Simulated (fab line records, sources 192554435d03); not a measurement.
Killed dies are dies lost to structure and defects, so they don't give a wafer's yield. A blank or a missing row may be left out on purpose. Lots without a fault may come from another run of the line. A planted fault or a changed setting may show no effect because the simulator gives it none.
fab line records | flow n5_finfet | part 2 of 2: steps 18 to 18 of 18
record lots=7 wafers=21 last_day=18
route steps=1938 shown STI_FIN_REVEAL@203 DUMMY_GATE@212 BEOL_M4@1111 PASSIVATION@1936
lots that met no fault: from a run of the same line without faults
start_h: hours from the record's first day to the start of the lot's first wafer shown | wait_h: hours since the lot's step before | " the same as in the row above | L1.1+2: a row that stands for several wafers | - no value, or no start given | * or withheld: withheld | < > ~ a bound
route shown NAME@n: a module of which the file shows steps, and the number in the route of the first | usual: mean/standard deviation of fault-free wafers | same: alike in all rows | chamber/n: place in a boat | sites: the reading at each site | _std_site: their standard deviation | _edge_site: outer sites' mean less inner sites' | radius_mm: how far each site lies from the wafer's centre | mask NAME#n: copy n | behind: the tool/chamber that last shaped the wafer | hold: why the lot was held/for how many hours/how that ended | device: the transistor (n, p or np) that didn't switch | end of line: the same wafers' tests at the end of the route | a step without rows: its recipe alone | killed: dies lost to structure and defects at the first sort, not the wafer's yield | map: a wafer's dies, x killed, . not, _ none there
set.NAME: the setting as run; set.NAME@STEP: as run at that earlier step | model.NAME: the simulator's own value behind a step, which no gauge read
lots at some steps of the route; a table a step, a row a wafer
services: from which hour (start_h, from the record's first day; less than 0 if before it) a tool's chamber was out of use, for how many hours, and why
## steps
# step N5_PASSIVATION_PROBE_49
# usual defect_limited_yield=91.4/1.5 killed_at_M0_to_M3=33/11 killed_at_M4_up=14/5.3 killed_at_contacts=13/6.2 killed_at_front_end=39/13 killed_at_other=3.1/2.8 killed_dies=102/17 killed_on_rim=13/3.8 killed_open=68/13 killed_short=32/7.8 sort_bin_5_function=5.1/0.95 sort_bin_6_memory=3.2/0.7 sort_bin_8_speed=0.02/0.16 sort_n_pass=1078/18 sort_yield_pct=91.3/1.5
# same gross_dies=1180 killed_at_back_side=0 sort_bin_4_leakage[%]=0
# columns lot.wafer tool chamber start_h wait_h defect_limited_yield[%] killed_at_M0_to_M3 killed_at_M4_up killed_at_contacts killed_at_front_end killed_at_other killed_dies killed_on_rim killed_open killed_short sort_bin_5_function[%] sort_bin_6_memory[%] sort_bin_8_speed[%] sort_n_pass sort_yield_pct[%]
L423.3 prober-01 - 310.09 0.1 92.3 43 12 6 29 1 91 15 57 33 4.9 2.5 0 1089 92.3
L423.5 prober-01 - 310.19 0.2 91.8 37 14 17 28 1 97 12 65 32 4.7 3.3 0 1083 91.8
L423.6 prober-01 - 310.24 0.3 91.9 42 10 10 31 2 95 11 60 34 3.8 3.8 0.08 1085 91.9
L428.1 prober-02 - 372.87 0.0 90.4 30 17 17 44 5 113 21 86 22 5.4 3.7 0 1067 90.4
L428.2 prober-02 - 372.92 0.1 91.4 28 10 13 41 9 101 8 67 34 4.9 3.5 0 1079 91.4
L428.4 prober-02 - 373.02 0.2 93.6 17 18 13 23 4 75 7 50 22 3.4 2.5 0 1105 93.6
L433.1 prober-02 - 388.63 0.0 92.8 25 5 21 33 1 85 9 60 25 3.6 3.4 0 1095 92.8
L433.2 prober-02 - 388.68 0.1 90.2 37 15 34 27 3 116 13 68 43 5.1 4.2 0 1064 90.2
L433.3 prober-02 - 388.73 0.1 89.9 47 8 14 48 2 119 14 71 42 5.9 3.5 0 1061 89.9
L432.1 prober-02 - 393.11 0.0 0 41 16 16 1105 2 1180 152 82 39 95.6 4.2 0 0 0
L432.3 prober-02 - 393.21 0.1 0 22 10 17 1124 7 1180 152 69 41 95.8 3.6 0 0 0
L432.4 prober-02 - 393.26 0.2 0 31 10 11 1127 1 1180 152 104 48 95.6 4.1 0 0 0
L435.4 prober-01 - 394.76 0.2 0 17 10 10 1140 3 1180 152 48 25 97.4 2.5 0 0 0
L435.5 prober-01 - 394.81 0.2 0 41 14 16 1102 7 1180 152 62 53 96.4 3.3 0 0 0
L435.6 prober-01 - 394.86 0.3 0 27 15 12 1116 10 1180 152 61 39 96.1 3.4 0 0 0
L434.2 prober-01 - 409.88 0.1 0 33 8 26 1107 6 1180 152 61 30 96.7 3.0 0 0 0
L434.4 prober-01 - 409.98 0.2 0 34 16 26 1103 1 1180 152 74 34 95.3 4.2 0 0 0
L434.6 prober-01 - 410.08 0.3 0 20 16 10 1131 3 1180 152 50 27 97.4 2.2 0 0 0
L440.1 prober-02 - 419.91 0.0 93.6 20 10 10 34 2 76 9 54 22 4.3 2.0 0 1104 93.6
L440.3 prober-02 - 420.01 0.1 91.8 35 13 9 39 1 97 18 65 29 4.5 3.2 0 1083 91.8
L440.5 prober-02 - 420.11 0.2 93.1 41 10 7 23 0 81 7 60 18 4.0 2.8 0 1099 93.1
# killed by level:class
L423.3 BEOL_M3:geometric_particle:open=12 FIN_SAQP:geometric_particle:short=11 BEOL_M0_SAQP:geometric_particle:open=9 FIN_SAQP:geometric_particle:open=7 BEOL_M0_SAQP:geometric_particle:short=6 BEOL_M4:geometric_particle:open=6 MOL_CONTACT_COAG:geometric_particle:open=5 BEOL_M1:geometric_particle:open=5
L423.5 MOL_CONTACT_COAG:geometric_particle:open=12 BEOL_M0_SAQP:geometric_particle:open=8 FIN_SAQP:geometric_particle:short=6 BEOL_M3:geometric_particle:open=6 MOL_CONTACT_COAG:geometric_particle:short=5 BEOL_M0:geometric_particle:open=5 BEOL_M2:geometric_particle:open=5 BEOL_M4:geometric_particle:open=5
L423.6 BEOL_M0_SAQP:geometric_particle:short=13 MOL_CONTACT_COAG:geometric_particle:open=9 BEOL_M0_SAQP:geometric_particle:open=9 FIN_SAQP:geometric_particle:short=7 BEOL_M3:geometric_particle:open=6 BEOL_M0:geometric_particle:open=6 FIN_SAQP:geometric_particle:open=5 STI_FIN_REVEAL:geometric_particle:open=5
L428.1 MOL_CONTACT_COAG:geometric_particle:open=17 STI_FIN_REVEAL:geometric_particle:open=16 BEOL_M4:geometric_particle:open=12 BEOL_M3:geometric_particle:open=8 BEOL_M0_SAQP:geometric_particle:open=7 BEOL_M0_SAQP:geometric_particle:short=6 BEOL_M2:geometric_particle:open=5 FIN_SAQP:geometric_particle:open=4
L428.2 STI_FIN_REVEAL:geometric_particle:open=14 MOL_CONTACT_COAG:geometric_particle:open=9 BEOL_M0_SAQP:geometric_particle:open=8 BEOL_M1:geometric_particle:open=6 FIN_SAQP:geometric_particle:short=5 BEOL_M0_SAQP:geometric_particle:short=5 STARTING-WAFER:geometric_particle:short=5 MOL_CONTACT_COAG:geometric_particle:short=4
L428.4 MOL_CONTACT_COAG:geometric_particle:open=10 DUMMY_GATE:geometric_particle:open=6 BEOL_M0_SAQP:geometric_particle:short=5 BEOL_M4:geometric_particle:open=5 BEOL_M0_SAQP:geometric_particle:open=4 BEOL_M3:geometric_particle:open=4 STI_FIN_REVEAL:geometric_particle:open=3 STARTING-WAFER:geometric_particle:short=3
L433.1 MOL_CONTACT_COAG:geometric_particle:open=15 FIN_SAQP:geometric_particle:open=8 GATE_CUT:geometric_particle:open=7 BEOL_M2:geometric_particle:open=7 GATE_CUT:geometric_particle:short=6 MOL_CONTACT_COAG:geometric_particle:short=6 BEOL_M0_SAQP:geometric_particle:short=6 BEOL_M0_SAQP:geometric_particle:open=5
L433.2 MOL_CONTACT_COAG:geometric_particle:open=30 BEOL_M0_SAQP:geometric_particle:short=15 BEOL_M0_SAQP:geometric_particle:open=8 BEOL_M2:geometric_particle:open=8 BEOL_M4:geometric_particle:short=5 STI_FIN_REVEAL:geometric_particle:open=4 GATE_CUT:geometric_particle:short=4 MOL_CONTACT_COAG:geometric_particle:short=4
L433.3 BEOL_M0_SAQP:geometric_particle:short=12 GATE_CUT:geometric_particle:short=10 MOL_CONTACT_COAG:geometric_particle:open=10 BEOL_M2:geometric_particle:open=10 GATE_CUT:geometric_particle:open=9 BEOL_M1:geometric_particle:open=9 FIN_SAQP:geometric_particle:open=8 FIN_SAQP:geometric_particle:short=6
L432.1 DUMMY_GATE:area_cvd=1058 STI_FIN_REVEAL:geometric_particle:open=20 BEOL_M3:geometric_particle:open=15 MOL_CONTACT_COAG:geometric_particle:open=11 FIN_SAQP:geometric_particle:open=7 BEOL_M2:geometric_particle:open=7 FIN_SAQP:geometric_particle:short=5 BEOL_M0_SAQP:geometric_particle:open=5
L432.3 DUMMY_GATE:area_cvd=1069 STI_FIN_REVEAL:geometric_particle:open=17 MOL_CONTACT_COAG:geometric_particle:open=13 FIN_SAQP:geometric_particle:short=11 FIN_SAQP:geometric_particle:open=6 DUMMY_GATE:geometric_particle:open=5 BEOL_M3:geometric_particle:open=5 MOL_CONTACT_COAG:geometric_particle:short=4
L432.4 DUMMY_GATE:area_cvd=1024 STI_FIN_REVEAL:geometric_particle:open=37 FIN_SAQP:geometric_particle:open=21 FIN_SAQP:geometric_particle:short=10 STI_FIN_REVEAL:geometric_particle:short=10 BEOL_M3:geometric_particle:open=9 DUMMY_GATE:geometric_particle:open=7 MOL_CONTACT_COAG:geometric_particle:short=6
L435.4 DUMMY_GATE:area_cvd=1107 FIN_SAQP:geometric_particle:open=8 BEOL_M0_SAQP:geometric_particle:open=7 STI_FIN_REVEAL:geometric_particle:open=6 GATE_CUT:geometric_particle:short=5 MOL_CONTACT_COAG:geometric_particle:open=5 MOL_CONTACT_COAG:geometric_particle:short=5 BEOL_M0_SAQP:geometric_particle:short=5
L435.5 DUMMY_GATE:area_cvd=1062 MOL_CONTACT_COAG:geometric_particle:open=11 BEOL_M0_SAQP:geometric_particle:short=11 BEOL_M0_SAQP:geometric_particle:open=9 BEOL_M1:geometric_particle:short=6 FIN_SAQP:geometric_particle:short=5 MOL_CONTACT_COAG:geometric_particle:short=5 BEOL_M3:geometric_particle:open=5
L435.6 DUMMY_GATE:area_cvd=1079 BEOL_M0_SAQP:geometric_particle:open=11 MOL_CONTACT_COAG:geometric_particle:open=9 GATE_CUT:geometric_particle:short=8 ILD0:geometric_particle:open=7 BEOL_M4:geometric_particle:open=7 GATE_CUT:geometric_particle:open=6 BEOL_M0_SAQP:geometric_particle:short=6
L434.2 DUMMY_GATE:area_cvd=1088 MOL_CONTACT_COAG:geometric_particle:open=18 MOL_CONTACT_COAG:geometric_particle:short=8 BEOL_M2:geometric_particle:open=8 BEOL_M3:geometric_particle:open=7 BEOL_M0_SAQP:geometric_particle:open=7 BEOL_M0_SAQP:geometric_particle:short=5 FIN_SAQP:geometric_particle:open=4
L434.4 DUMMY_GATE:area_cvd=1072 MOL_CONTACT_COAG:geometric_particle:open=22 BEOL_M3:geometric_particle:open=12 STI_FIN_REVEAL:geometric_particle:open=8 BEOL_M0_SAQP:geometric_particle:short=5 BEOL_M1:geometric_particle:open=5 BEOL_M4:geometric_particle:open=5 BEOL_M5:geometric_particle:short=5
L434.6 DUMMY_GATE:area_cvd=1101 MOL_CONTACT_COAG:geometric_particle:open=9 BEOL_M4:geometric_particle:open=8 STI_FIN_REVEAL:geometric_particle:short=4 STI_FIN_REVEAL:geometric_particle:open=4 FIN_SAQP:geometric_particle:open=3 MIM_TOP:geometric_particle:short=3 ILD0:geometric_particle:short=3
L440.1 DUMMY_GATE:geometric_particle:open=9 MOL_CONTACT_COAG:geometric_particle:open=9 FIN_SAQP:geometric_particle:open=8 BEOL_M3:geometric_particle:open=8 BEOL_M4:geometric_particle:open=7 BEOL_M0_SAQP:geometric_particle:open=4 FIN_SAQP:geometric_particle:short=3 ILD0:geometric_particle:short=3
L440.3 BEOL_M3:geometric_particle:open=13 STI_FIN_REVEAL:geometric_particle:open=10 DUMMY_GATE:geometric_particle:open=7 MOL_CONTACT_COAG:geometric_particle:open=6 BEOL_M0_SAQP:geometric_particle:open=6 GATE_CUT:geometric_particle:short=4 BEOL_M1:geometric_particle:open=4 BEOL_M4:geometric_particle:open=4
L440.5 BEOL_M3:geometric_particle:open=15 BEOL_M0_SAQP:geometric_particle:open=8 MOL_CONTACT_COAG:geometric_particle:open=6 BEOL_M1:geometric_particle:open=6 FIN_SAQP:geometric_particle:open=5 STI_FIN_REVEAL:geometric_particle:open=4 DUMMY_GATE:geometric_particle:open=4 BEOL_M0_SAQP:geometric_particle:short=4
# map L432.1 (x killed, . not)
_________________xxxxxxxxxxxx________________
______________xxxxxxxxxxxxxxxxxx_____________
___________xxxxxxxxxxxxxxxxxxxxxxxx__________
__________xxxxxxxxxxxxxxxxxxxxxxxxxx_________
________xxxxxxxxxxxxxxxxxxxxxxxxxxxxxx_______
_______xxxxxxxxxxxxxxxxxxxxxxxxxxxxxxxx______
______xxxxxxxxxxxxxxxxxxxxxxxxxxxxxxxxxx_____
_____xxxxxxxxxxxxxxxxxxxxxxxxxxxxxxxxxxxx____
____xxxxxxxxxxxxxxxxxxxxxxxxxxxxxxxxxxxxxx___
___xxxxxxxxxxxxxxxxxxxxxxxxxxxxxxxxxxxxxxxx__
___xxxxxxxxxxxxxxxxxxxxxxxxxxxxxxxxxxxxxxxx__
__xxxxxxxxxxxxxxxxxxxxxxxxxxxxxxxxxxxxxxxxxx_
__xxxxxxxxxxxxxxxxxxxxxxxxxxxxxxxxxxxxxxxxxx_
_xxxxxxxxxxxxxxxxxxxxxxxxxxxxxxxxxxxxxxxxxxxx
_xxxxxxxxxxxxxxxxxxxxxxxxxxxxxxxxxxxxxxxxxxxx
_xxxxxxxxxxxxxxxxxxxxxxxxxxxxxxxxxxxxxxxxxxxx
_xxxxxxxxxxxxxxxxxxxxxxxxxxxxxxxxxxxxxxxxxxxx
_xxxxxxxxxxxxxxxxxxxxxxxxxxxxxxxxxxxxxxxxxxxx
_xxxxxxxxxxxxxxxxxxxxxxxxxxxxxxxxxxxxxxxxxxxx
_xxxxxxxxxxxxxxxxxxxxxxxxxxxxxxxxxxxxxxxxxxxx
_xxxxxxxxxxxxxxxxxxxxxxxxxxxxxxxxxxxxxxxxxxxx
__xxxxxxxxxxxxxxxxxxxxxxxxxxxxxxxxxxxxxxxxxx_
__xxxxxxxxxxxxxxxxxxxxxxxxxxxxxxxxxxxxxxxxxx_
___xxxxxxxxxxxxxxxxxxxxxxxxxxxxxxxxxxxxxxxx__
___xxxxxxxxxxxxxxxxxxxxxxxxxxxxxxxxxxxxxxxx__
____xxxxxxxxxxxxxxxxxxxxxxxxxxxxxxxxxxxxxx___
_____xxxxxxxxxxxxxxxxxxxxxxxxxxxxxxxxxxxx____
______xxxxxxxxxxxxxxxxxxxxxxxxxxxxxxxxxx_____
_______xxxxxxxxxxxxxxxxxxxxxxxxxxxxxxxx______
________xxxxxxxxxxxxxxxxxxxxxxxxxxxxxx_______
__________xxxxxxxxxxxxxxxxxxxxxxxxxx_________
___________xxxxxxxxxxxxxxxxxxxxxxxx__________
______________xxxxxxxxxxxxxxxxxx_____________
_________________xxxxxxxxxxxx________________
# map L434.2 (x killed, . not)
_________________xxxxxxxxxxxx________________
______________xxxxxxxxxxxxxxxxxx_____________
___________xxxxxxxxxxxxxxxxxxxxxxxx__________
__________xxxxxxxxxxxxxxxxxxxxxxxxxx_________
________xxxxxxxxxxxxxxxxxxxxxxxxxxxxxx_______
_______xxxxxxxxxxxxxxxxxxxxxxxxxxxxxxxx______
______xxxxxxxxxxxxxxxxxxxxxxxxxxxxxxxxxx_____
_____xxxxxxxxxxxxxxxxxxxxxxxxxxxxxxxxxxxx____
____xxxxxxxxxxxxxxxxxxxxxxxxxxxxxxxxxxxxxx___
___xxxxxxxxxxxxxxxxxxxxxxxxxxxxxxxxxxxxxxxx__
___xxxxxxxxxxxxxxxxxxxxxxxxxxxxxxxxxxxxxxxx__
__xxxxxxxxxxxxxxxxxxxxxxxxxxxxxxxxxxxxxxxxxx_
__xxxxxxxxxxxxxxxxxxxxxxxxxxxxxxxxxxxxxxxxxx_
_xxxxxxxxxxxxxxxxxxxxxxxxxxxxxxxxxxxxxxxxxxxx
_xxxxxxxxxxxxxxxxxxxxxxxxxxxxxxxxxxxxxxxxxxxx
_xxxxxxxxxxxxxxxxxxxxxxxxxxxxxxxxxxxxxxxxxxxx
_xxxxxxxxxxxxxxxxxxxxxxxxxxxxxxxxxxxxxxxxxxxx
_xxxxxxxxxxxxxxxxxxxxxxxxxxxxxxxxxxxxxxxxxxxx
_xxxxxxxxxxxxxxxxxxxxxxxxxxxxxxxxxxxxxxxxxxxx
_xxxxxxxxxxxxxxxxxxxxxxxxxxxxxxxxxxxxxxxxxxxx
_xxxxxxxxxxxxxxxxxxxxxxxxxxxxxxxxxxxxxxxxxxxx
__xxxxxxxxxxxxxxxxxxxxxxxxxxxxxxxxxxxxxxxxxx_
__xxxxxxxxxxxxxxxxxxxxxxxxxxxxxxxxxxxxxxxxxx_
___xxxxxxxxxxxxxxxxxxxxxxxxxxxxxxxxxxxxxxxx__
___xxxxxxxxxxxxxxxxxxxxxxxxxxxxxxxxxxxxxxxx__
____xxxxxxxxxxxxxxxxxxxxxxxxxxxxxxxxxxxxxx___
_____xxxxxxxxxxxxxxxxxxxxxxxxxxxxxxxxxxxx____
______xxxxxxxxxxxxxxxxxxxxxxxxxxxxxxxxxx_____
_______xxxxxxxxxxxxxxxxxxxxxxxxxxxxxxxx______
________xxxxxxxxxxxxxxxxxxxxxxxxxxxxxx_______
__________xxxxxxxxxxxxxxxxxxxxxxxxxx_________
___________xxxxxxxxxxxxxxxxxxxxxxxx__________
______________xxxxxxxxxxxxxxxxxx_____________
_________________xxxxxxxxxxxx________________
## services
# columns tool chamber start_h hours kind
ald_sin-02 - 42.76 0.5 repair
cmp-04 - 43.39 4.9 pm
cmp-04 - 50.90 4.0 pm
cmp-04 - 54.90 - consumable_replace:conditioner
cmp-04 - 54.90 - consumable_replace:pad
ald_sin-01 0 55.68 3.0 repair
plasma_asher-02 - 66.22 9.0 repair
cmp-03 - 78.30 0.3 repair
ald_sin-01 3 80.97 3.1 repair
ald_sin-04 - 86.66 14.0 pm
ald_sin-04 0 86.66 14.0 vent_cycle
cmp-03 - 91.87 5.3 pm
plasma_asher-02 - 104.06 2.8 pm
ald_sin-02 0 110.53 4.8 repair
ald_sin-04 0 119.66 9.7 repair
ald_sin-01 3 124.68 14.4 repair
ald_sin-01 2 130.05 33.2 repair
ald_sin-02 0 141.93 1.6 repair
ald_sin-04 0 144.09 3.0 repair
cmp-01 - 146.36 4.0 pm
cmp-03 - 147.29 3.1 repair
cmp-01 - 150.36 - consumable_replace:conditioner
cmp-01 - 150.36 - consumable_replace:pad
cmp-01 - 173.90 7.2 repair
## key
first_sign step=N5_DUMMY_GATE_CMP_04 reading=time_to_endpoint_s direction=down sigmas=3.4 usual=* struck=*
effect step=N5_PASSIVATION_PROBE_49 reading=sort_bin_5_function direction=up sigmas=96 usual=5.1 struck=96.2
model_effect step=N5_DUMMY_GATE_CVD_03 value=a-Si_of_DUMMY_GATE_CVD_03.thk_nm without=151.5 struck=97.02
more_kills_born_at N5_DUMMY_GATE_CVD_03@lpcvd-01=9660
met_at N5_DUMMY_GATE_CVD_03
struck_wafers L432.1,L432.3,L432.4,L434.2,L434.4,L434.6,L435.4,L435.5,L435.6
later_rows_left_out L432.1,L432.3,L432.4,L434.2,L434.4,L434.6,L435.4,L435.5,L435.6
onset_between 99.05 127.47
fault kind=process_parameter_drift tool=lpcvd-01 chamber=- onset_h=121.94 steps=N5_DUMMY_GATE_CVD_03 channel=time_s offset=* shape=step end_h=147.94 acts_in=* stated=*
# later_rows_left_out: the simulator's readings of these wafers behind a module that went badly wrong aren't trusted and aren't shown, but for the sort
